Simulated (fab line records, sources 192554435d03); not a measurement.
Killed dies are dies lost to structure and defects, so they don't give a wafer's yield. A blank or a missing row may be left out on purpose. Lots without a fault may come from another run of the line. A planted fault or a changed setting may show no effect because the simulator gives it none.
Which tool did it? | flow n5_finfet | 11 lots, 31 wafers sampled, at 4 steps of a route of 1938

WHAT THE GAUGES READ, wafer by wafer
N5_BEOL_M8_THK_MEAS_01. Usual: M8_ILD_THK 156.2 nm, standard deviation 2.1.
lot  | measured     | on            | M8_ILD_THK (nm)   | flag
L827 | day 10 01:12 | film_metro-01 | 153.6 157.6 157.5 |
L834 | day 10 22:01 | film_metro-01 | 153.2 156.9 159.8 |
L833 | day 11 03:38 | film_metro-02 | 153.2 154.5 157.2 |
L832 | day 11 05:37 | film_metro-01 | 156.0 157.4 159.4 |
L835 | day 11 07:52 | film_metro-01 | 152.7 155.1 155.6 |
L837 | day 12 02:19 | film_metro-01 | 155.4 155.5 157.8 |
L841 | day 12 19:07 | film_metro-01 | 153.4 145.8       | OFF
L847 | day 13 23:59 | film_metro-01 | 154.5 159.3 157.0 |
L848 | day 15 06:31 | film_metro-02 | 154.0 154.2 155.6 |
L850 | day 15 16:15 | film_metro-01 | 157.0 156.4 159.6 |
L849 | day 16 09:31 | film_metro-02 | 154.8 156.1       |

WHICH TOOL RAN EACH LOT (tool, then ch and the chambers of the sampled wafers, then the start)
lot  | N5_BEOL_M7_STRIP_80                           | N5_BEOL_M7_CURE_75            | N5_BEOL_M8_ILD_DEP_00
L827 | rie_diel-02 ch 0,3, day 9 22:25 or earlier    | uv_cure-03 ch 2, day 9 22:25  | pecvd-03 ch 0,2, day 10 00:37
L834 | rie_diel-02 ch 1,2, day 10 18:35 or earlier   | uv_cure-03 ch 1, day 10 18:35 | pecvd-03 ch 1,2, day 10 20:54
L833 | rie_diel-02 ch 1,2,3, day 11 00:08 or earlier | uv_cure-02 ch 2, day 11 00:08 | pecvd-02 ch 0,2, day 11 03:03
L832 | rie_diel-05 ch 0,2, day 11 01:59 or earlier   | uv_cure-02 ch 0, day 11 01:59 | pecvd-01 ch 0,1, day 11 04:50
L835 | rie_diel-04 ch 2,3, day 11 04:51 or earlier   | uv_cure-01 ch 1, day 11 04:51 | pecvd-01 ch 0,2, day 11 07:17
L837 | rie_diel-04 ch 0,2,3, day 11 22:46 or earlier | uv_cure-02 ch 2, day 11 22:46 | pecvd-02 ch 0,2, day 12 01:29
L841 | rie_diel-04 ch 1,2, day 12 16:22 or earlier   | uv_cure-03 ch 2, day 12 16:22 | pecvd-03 ch 0,1, day 12 18:32
L847 | rie_diel-05 ch 2,3, day 13 21:05 or earlier   | uv_cure-03 ch 2, day 13 21:05 | pecvd-01 ch 0,2, day 13 23:25
L848 | rie_diel-02 ch 0,1,2, day 15 02:40 or earlier | uv_cure-02 ch 1, day 15 02:40 | pecvd-01 ch 0,2, day 15 05:34
L850 | rie_diel-02 ch 0,1,2, day 15 12:14 or earlier | uv_cure-03 ch 2, day 15 12:14 | pecvd-02 ch 0,1, day 15 15:39
L849 | rie_diel-04 ch 0,1, day 16 06:38 or earlier   | uv_cure-03 ch 0, day 16 06:38 | pecvd-01 ch 0,2, day 16 08:57
- N5_BEOL_M7_STRIP_80: strips in N2/H2, time 10 s.
- N5_BEOL_M7_CURE_75: cures SiCOH lowk, time 120 s.
- N5_BEOL_M8_ILD_DEP_00: deposits SiCOH lowk from DEMS/porogen, target thk 179.75 nm, time 33.4 s.

WHAT THE TOOLS THEMSELVES READ (means of the sampled wafers that have a number; where no wafer has one, the mark that the record gives instead)
N5_BEOL_M7_STRIP_80. Usual: drypump_motor_current_A 5.6 A, standard deviation 0.45; oes_product_au 0.80 a.u., standard deviation 0.096; rf_vpp_V 59.3 V, standard deviation 0.84; showerhead_plenum_p_Torr 2.58 Torr, standard deviation 0.08; throttle_valve_pct 23.7 %, standard deviation 0.38.
lot  | tool        | drypump_motor_current_A (A) | oes_product_au (a.u.) | rf_vpp_V (V) | showerhead_plenum_p_Torr (Torr) | throttle_valve_pct (%) | flag
L827 | rie_diel-02 | 5.6                         | 0.82                  | 59.4         | 2.65                            | 23.8                   |
L834 | rie_diel-02 | 5.7                         | 0.89                  | 59.1         | 2.55                            | 23.9                   |
L833 | rie_diel-02 | 5.6                         | 0.84                  | 58.9         | 2.62                            | 23.9                   |
L832 | rie_diel-05 | 6.0                         | 0.82                  | 58.3         | 2.52                            | 23.6                   |
L835 | rie_diel-04 | 5.0                         | 0.83                  | 59.6         | 2.57                            | 23.3                   |
L837 | rie_diel-04 | 5.1                         | 0.84                  | 58.9         | 2.60                            | 23.2                   |
L841 | rie_diel-04 | 5.6                         | 0.89                  | 60.3         | 2.64                            | 23.7                   |
L847 | rie_diel-05 | 5.5                         | 0.90                  | 59.2         | 2.50                            | 23.8                   |
L848 | rie_diel-02 | 5.8                         | 0.76                  | 59.0         | 2.54                            | 24.0                   |
L850 | rie_diel-02 | 5.9                         | 0.76                  | 58.6         | 2.54                            | 24.0                   |
L849 | rie_diel-04 | 5.7                         | 0.88                  | 59.2         | 2.67                            | 23.5                   |

N5_BEOL_M7_CURE_75. Usual: lamp_power_pct 52.32 %, standard deviation 0.055; wafer_temp_C_max 372.1, standard deviation 0.66.
lot  | tool       | lamp_power_pct (%) | wafer_temp_C_max | flag
L827 | uv_cure-03 | 52.31              | 372.6            |
L834 | uv_cure-03 | 52.31              | 371.2            |
L833 | uv_cure-02 | 52.31              | 372.1            |
L832 | uv_cure-02 | 52.29              | 371.4            |
L835 | uv_cure-01 | 52.33              | 373.1            |
L837 | uv_cure-02 | 52.32              | 372.6            |
L841 | uv_cure-03 | 52.24              | 372.4            |
L847 | uv_cure-03 | 52.34              | 371.9            |
L848 | uv_cure-02 | 52.27              | 371.9            |
L850 | uv_cure-03 | 52.34              | 372.5            |
L849 | uv_cure-03 | 52.36              | 371.4            |

N5_BEOL_M8_ILD_DEP_00. Usual: heater_power_w 344 W, standard deviation 72; showerhead_plenum_p_Torr 5.744 Torr, standard deviation 0.013; showerhead_vpp_V 1356 V, standard deviation 52; throttle_valve_pct 13.3 %, standard deviation 0.7.
lot  | tool     | heater_power_w (W) | showerhead_plenum_p_Torr (Torr) | showerhead_vpp_V (V) | throttle_valve_pct (%) | flag
L827 | pecvd-03 | 317                | 5.746                           | 1375                 | 12.4                   |
L834 | pecvd-03 | 337                | 5.746                           | 1405                 | 12.7                   |
L833 | pecvd-02 | 343                | 5.759                           | 1434                 | 13.1                   |
L832 | pecvd-01 | 344                | 5.741                           | 1331                 | 13.6                   |
L835 | pecvd-01 | 305                | 5.729                           | 1345                 | 13.5                   |
L837 | pecvd-02 | 327                | 5.749                           | 1430                 | 13.1                   |
L841 | pecvd-03 | 410                | 5.760                           | 1316                 | 13.4                   |
L847 | pecvd-01 | 368                | 5.730                           | 1318                 | 13.1                   |
L848 | pecvd-01 | 361                | 5.726                           | 1323                 | 13.1                   |
L850 | pecvd-02 | 293                | 5.753                           | 1390                 | 13.8                   |
L849 | pecvd-01 | 321                | 5.735                           | 1326                 | 13.4                   |

THE ANSWER, worked out from the rows above alone
Rule: a lot is off if the mean of its wafers that have a number lies more than 3 standard deviations from the usual mean. A lot without any number at a reading at which 4 lots or more have one is off too. The other lots that the step has rows for count as sound. The gauges are gone through in route order, then the tools' own readings, and for those a lot's mean is taken as printed above. The first step at which some lot is off is used, and at that step the reading that is off furthest; a lot without a number counts as furthest.
Off: L841, at N5_BEOL_M8_THK_MEAS_01 (M8_ILD_THK).
A tool fits if, at a process step before that reading, it ran every lot that is off, and no sound lot after the first of them. The gauges at N5_BEOL_M8_THK_MEAS_01 are tried like those tools. N5_BEOL_M7_STRIP_80 gives no start for some lots, so the hours and the order of its lots are those of N5_BEOL_M7_CURE_75. One fits: pecvd-03 at N5_BEOL_M8_ILD_DEP_00. Its last sound lot is L834 (day 10 20:54), its first lot that is off L841 (day 12 18:32): a fault that began between those two fits.

WHAT THE SIMULATOR HAD PUT IN
Process parameter drift: pecvd-03, from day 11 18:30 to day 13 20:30, at N5_BEOL_M8_ILD_DEP_00. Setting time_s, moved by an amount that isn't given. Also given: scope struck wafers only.
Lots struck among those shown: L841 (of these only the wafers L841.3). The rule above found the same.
